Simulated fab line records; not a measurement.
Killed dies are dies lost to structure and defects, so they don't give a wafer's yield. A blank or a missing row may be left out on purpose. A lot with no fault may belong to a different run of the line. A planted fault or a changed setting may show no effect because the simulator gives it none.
What tool caused it? + flow n5 finfet + Sampling: 8 lots, 24 wafers, 5 of 1938 route steps

## WHAT EACH GAUGE READ, for each wafer
N5_BEOL_M4_RC_MEAS_101. Usual: DIBL_N 35.4 mV/V, standard deviation 2.1; DIBL_P 34.8 mV/V, standard deviation 2.6; IOFF_N 0.15 nA/um, standard deviation 0.037; IOFF_P 0.19 nA/um, standard deviation 0.037; ION_N 677 uA/um, standard deviation 16; ION_P 462 uA/um, standard deviation 9.3; SS_N 71.4 mV/dec, standard deviation 0.75; SS_P 72.9 mV/dec, standard deviation 0.77; VT_N 250 mV, standard deviation 3.7; VT_P -251 mV, standard deviation 3.5.
| lot  | measured     | on        | DIBL_N (mV/V)  | DIBL_P (mV/V)  | IOFF_N (nA/um) | IOFF_P (nA/um) | ION_N (uA/um) | ION_P (uA/um) | SS_N (mV/dec)  | SS_P (mV/dec)  | VT_N (mV)   | VT_P (mV)      | flag |
|------|--------------|-----------|----------------|----------------|----------------|----------------|---------------|---------------|----------------|----------------|-------------|----------------|------|
| L597 | day 9 10:58  | prober-01 | 34.8 37.2 34.0 | 33.8 36.0 32.3 | 0.13 0.16 0.12 | 0.16 0.18 0.13 | 664 678 660   | 456 457 448   | 71.1 71.7 70.9 | 73.1 73.2 71.5 | 251 248 255 | -257 -253 -257 |      |
| L601 | day 10 15:20 | prober-01 | 36.0 36.2 37.3 | 34.6 34.6 35.1 | 0.13 0.15 0.15 | 0.21 0.20 0.19 | 649 677 661   | 450 466 450   | 71.0 71.3 71.3 | 73.0 73.2 72.4 | 250 246 249 | -251 -252 -251 |      |
| L606 | day 11 20:48 | prober-02 | 38.6 33.9 39.1 | 39.2 33.0 38.8 | 0.20 0.12 0.18 | 0.24 0.15 0.23 | 681 668 672   | 474 460 464   | 72.1 71.0 71.7 | 73.5 72.4 73.8 | 248 252 251 | -249 -255 -251 |      |
| L608 | day 12 05:58 | prober-01 | 33.1 32.3 33.5 | 32.2 31.9 33.4 | 0.11 0.11 0.13 | 0.15 0.15 0.16 | 662 682 668   | 448 472 456   | 69.8 70.4 71.0 | 71.9 73.0 72.7 | 252 253 251 | -255 -253 -251 |      |
| L609 | day 12 19:44 | prober-01 | 33.2 36.7 34.9 | 32.4 37.0 35.9 | 0.11 0.16 0.14 | 0.15 0.20 0.20 | 670 692 669   | 451 469 463   | 70.2 71.6 70.1 | 72.3 73.0 73.3 | 255 251 251 | -254 -251 -251 |      |
| L610 | day 12 22:39 | prober-01 | 36.2 37.5 37.8 | 36.9 38.8 38.8 | 0.18 0.21 0.20 | 0.22 0.25 0.24 | 694 697 696   | 472 472 471   | 72.3 72.2 72.2 | 72.9 73.3 73.0 | 247 246 245 | -249 -249 -245 |      |
| L611 | day 13 15:20 | prober-01 | 35.9 39.2 35.8 | 34.1 39.1 33.8 | 0.13 0.20 0.13 | 0.15 0.22 0.14 | 656 709 668   | 449 469 445   | 71.6 72.2 71.5 | 72.8 74.6 73.2 | 255 245 254 | -254 -253 -261 |      |
| L613 | day 14 15:19 | prober-01 | 35.5 32.7 35.4 | 35.0 31.9 36.6 | 0.15 0.11 0.16 | 0.23 0.18 0.25 | 676 672 688   | 468 472 474   | 71.7 70.3 71.5 | 73.1 71.7 72.9 | 254 254 249 | -243 -247 -244 |      |

## TOOL THAT RAN EACH LOT (tool first, then ch and the chambers of the sampled wafers, then the start)
| lot  | N5_FIN_SAQP_SPACER2_ALD_28       | N5_FIN_SAQP_MANDREL2_REMOVE_60  | N5_FIN_SAQP_HM_OPEN_33            | N5_FIN_SAQP_STRIP_77              |
|------|----------------------------------|---------------------------------|-----------------------------------|-----------------------------------|
| L597 | ald sin-04 ch 0,3, day 3 13:35   | rie si-03 ch 0,1, day 3 14:02   | rie diel-05 ch 1,3, day 3 14:11   | rie diel-05 ch 1,3, day 3 14:17   |
| L601 | ald sin-03 ch 1,2,3, day 4 13:02 | rie si-05 ch 1,3, day 4 13:26   | rie diel-01 ch 0,2,3, day 4 13:38 | rie diel-01 ch 0,2,3, day 4 13:44 |
| L606 | ald sin-01 ch 0,2,3, day 6 00:32 | rie si-05 ch 1,3, day 6 00:58   | rie diel-03 ch 0,1,2, day 6 01:07 | rie diel-03 ch 0,1,2, day 6 01:13 |
| L608 | ald sin-01 ch 0,2,3, day 6 07:05 | rie si-03 ch 0,3, day 6 07:30   | rie diel-01 ch 1,3, day 6 07:40   | rie diel-01 ch 1,3, day 6 07:45   |
| L609 | ald sin-04 ch 0,3, day 6 14:43   | rie si-02 ch 1,2, day 6 15:07   | rie diel-01 ch 0,3, day 6 15:17   | rie diel-01 ch 0,3, day 6 15:23   |
| L610 | ald sin-01 ch 0,3, day 6 20:07   | rie si-02 ch 1,2, day 6 20:31   | rie diel-01 ch 0,3, day 6 20:52   | rie diel-01 ch 0,3, day 6 20:58   |
| L611 | ald sin-04 ch 1,2,3, day 7 02:01 | rie si-05 ch 0,1,3, day 7 02:39 | rie diel-01 ch 0,1,3, day 7 02:51 | rie diel-01 ch 0,1,3, day 7 02:57 |
| L613 | ald sin-03 ch 0,1,2, day 7 15:47 | rie si-03 ch 1,2,3, day 7 16:23 | rie diel-03 ch 0,1,2, day 7 16:39 | rie diel-03 ch 0,1,2, day 7 16:44 |
- N5_FIN_SAQP_SPACER2_ALD_28: deposits SiO2, target thk 8.1 nm, pulse time 1 s, purge time 2 s.
- N5_FIN_SAQP_MANDREL2_REMOVE_60: chemistry HBr/Cl2/O2, target a-Si, stops on SiNx, bt time 10 s.
- N5_FIN_SAQP_HM_OPEN_33: chemistry CH3F/O2, target SiNx, target depth 49.4 nm, time 70.6 s.
- N5_FIN_SAQP_STRIP_77: strips in N2/H2, time 90 s.

## WHAT THE TOOLS THEMSELVES READ (means of the sampled wafers that have a number; where no wafer has one, the mark that the record gives instead)
N5_FIN_SAQP_SPACER2_ALD_28. Usual: heater power outer w 259 W, standard deviation 15; heater power w 460 W, standard deviation 29; precursor pulse height rel 1.000, standard deviation 0.02.
| lot  | tool       | heater power outer w (W) | heater power w (W) | precursor pulse height rel | flag |
|------|------------|--------------------------|--------------------|----------------------------|------|
| L597 | ald sin-04 | 262                      | 470                | 1.010                      |      |
| L601 | ald sin-03 | 255                      | 456                | 1.008                      |      |
| L606 | ald sin-01 | 263                      | 464                | 0.989                      |      |
| L608 | ald sin-01 | 268                      | 467                | 0.993                      |      |
| L609 | ald sin-04 | 263                      | 465                | 0.989                      |      |
| L610 | ald sin-01 | 273                      | 477                | 0.988                      |      |
| L611 | ald sin-04 | 259                      | 470                | 0.990                      |      |
| L613 | ald sin-03 | 246                      | 440                | 1.012                      |      |

N5_FIN_SAQP_MANDREL2_REMOVE_60. Usual: HBr_flow_sccm 150.0 sccm, standard deviation 0.47; chamber pressure mTorr 10.001 mTorr, standard deviation 0.0089; drypump motor current A 5.8 A, standard deviation 0.43; oes product au 1.004 a.u., standard deviation 0.02; throttle valve pct 36.5 %, standard deviation 0.31.
| lot  | tool      | HBr_flow_sccm (sccm) | chamber pressure mTorr (mTorr) | drypump motor current A (A) | oes product au (a.u.) | throttle valve pct (%) | flag |
|------|-----------|----------------------|--------------------------------|-----------------------------|-----------------------|------------------------|------|
| L597 | rie si-03 | 150.6                | 10.002                         | 5.8                         | 0.986                 | 36.7                   |      |
| L601 | rie si-05 | 150.1                | 10.000                         | 5.4                         | 1.028                 | 36.4                   |      |
| L606 | rie si-05 | 150.0                | 10.015                         | 5.2                         | 1.012                 | 36.5                   |      |
| L608 | rie si-03 | 149.9                | 10.002                         | 6.0                         | 1.009                 | 36.3                   |      |
| L609 | rie si-02 | 149.7                | 10.007                         | 5.9                         | 0.990                 | 36.8                   |      |
| L610 | rie si-02 | 150.1                | 9.991                          | 6.0                         | 0.987                 | 36.8                   |      |
| L611 | rie si-05 | 150.2                | 10.009                         | 5.4                         | 1.026                 | 36.5                   |      |
| L613 | rie si-03 | 149.6                | 9.999                          | 6.3                         | 0.995                 | 36.5                   |      |

N5_FIN_SAQP_HM_OPEN_33. Usual: chamber pressure mTorr 30.000 mTorr, standard deviation 0.025; drypump motor current A 5.7 A, standard deviation 0.3; etch rf on time s 67.6 s, standard deviation 1.6; oes product au 0.68 a.u., standard deviation 0.08; rf vpp V 296 V, standard deviation 5.5; showerhead plenum p Torr 2.00 Torr, standard deviation 0.07; throttle valve pct 16.41 %, standard deviation 0.26.
| lot  | tool        | chamber pressure mTorr (mTorr) | drypump motor current A (A) | etch rf on time s (s) | oes product au (a.u.) | rf vpp V (V) | showerhead plenum p Torr (Torr) | throttle valve pct (%) | flag |
|------|-------------|--------------------------------|-----------------------------|-----------------------|-----------------------|--------------|---------------------------------|------------------------|------|
| L597 | rie diel-05 | 30.015                         | 5.6                         | 72.0                  | 0.72                  | 295          | 2.03                            | 16.32                  |      |
| L601 | rie diel-01 | 30.038                         | 5.8                         | 68.9                  | 0.63                  | 290          | 2.00                            | 16.56                  |      |
| L606 | rie diel-03 | 29.989                         | 5.5                         | 67.9                  | 0.63                  | 298          | 1.96                            | 16.52                  |      |
| L608 | rie diel-01 | 29.998                         | 5.6                         | 69.4                  | 0.65                  | 299          | 2.03                            | 16.27                  |      |
| L609 | rie diel-01 | 29.992                         | 5.8                         | 67.7                  | 0.66                  | 294          | 1.98                            | 16.49                  |      |
| L610 | rie diel-01 | 29.987                         | 5.5                         | 68.4                  | 0.61                  | 291          | 1.93                            | 16.52                  |      |
| L611 | rie diel-01 | 29.997                         | 5.8                         | 69.4                  | 0.65                  | 296          | 2.00                            | 16.40                  |      |
| L613 | rie diel-03 | 30.008                         | 5.5                         | 67.1                  | 0.62                  | 297          | 1.96                            | 16.55                  |      |

N5_FIN_SAQP_STRIP_77. Usual: chamber pressure mTorr 100.01 mTorr, standard deviation 0.095; drypump motor current A 5.7 A, standard deviation 0.3; oes product au 0.79 a.u., standard deviation 0.095; rf vpp V 45.3 V, standard deviation 0.87; showerhead plenum p Torr 3.36 Torr, standard deviation 0.11; throttle valve pct 12.2 %, standard deviation 0.34.
| lot  | tool        | chamber pressure mTorr (mTorr) | drypump motor current A (A) | oes product au (a.u.) | rf vpp V (V) | showerhead plenum p Torr (Torr) | throttle valve pct (%) | flag |
|------|-------------|--------------------------------|-----------------------------|-----------------------|--------------|---------------------------------|------------------------|------|
| L597 | rie diel-05 | 100.00                         | 5.7                         | 0.87                  | 44.9         | 3.39                            | 12.0                   |      |
| L601 | rie diel-01 | 100.11                         | 5.9                         | 0.73                  | 45.3         | 3.34                            | 12.3                   |      |
| L606 | rie diel-03 | 99.90                          | 5.6                         | 0.73                  | 44.9         | 3.30                            | 12.4                   |      |
| L608 | rie diel-01 | 99.98                          | 5.6                         | 0.77                  | 45.3         | 3.42                            | 12.2                   |      |
| L609 | rie diel-01 | 99.98                          | 5.9                         | 0.75                  | 45.2         | 3.32                            | 12.3                   |      |
| L610 | rie diel-01 | 100.04                         | 5.5                         | 0.70                  | 44.3         | 3.25                            | 12.4                   |      |
| L611 | rie diel-01 | 100.02                         | 5.7                         | 0.75                  | 45.3         | 3.36                            | 12.2                   |      |
| L613 | rie diel-03 | 100.11                         | 5.6                         | 0.73                  | 45.3         | 3.30                            | 12.4                   |      |

## THE ANSWER, worked out from the rows above alone
Rule: a lot is off if the mean of its wafers that have a number lies more than 3 standard deviations from the usual mean. A lot without any number at a reading at which 4 lots or more have one is off too. Any other lot the step has rows for is counted as sound. Order of review: gauges by route order, followed by the tools' own readings, for which a lot's mean as printed above is used. At the first step where some lot is off, the reading lying furthest off is the one used; lots without a number count as furthest.
None of the lots is off at any reading shown; this tells nothing.

## WHAT WAS PUT IN BY THE SIMULATOR
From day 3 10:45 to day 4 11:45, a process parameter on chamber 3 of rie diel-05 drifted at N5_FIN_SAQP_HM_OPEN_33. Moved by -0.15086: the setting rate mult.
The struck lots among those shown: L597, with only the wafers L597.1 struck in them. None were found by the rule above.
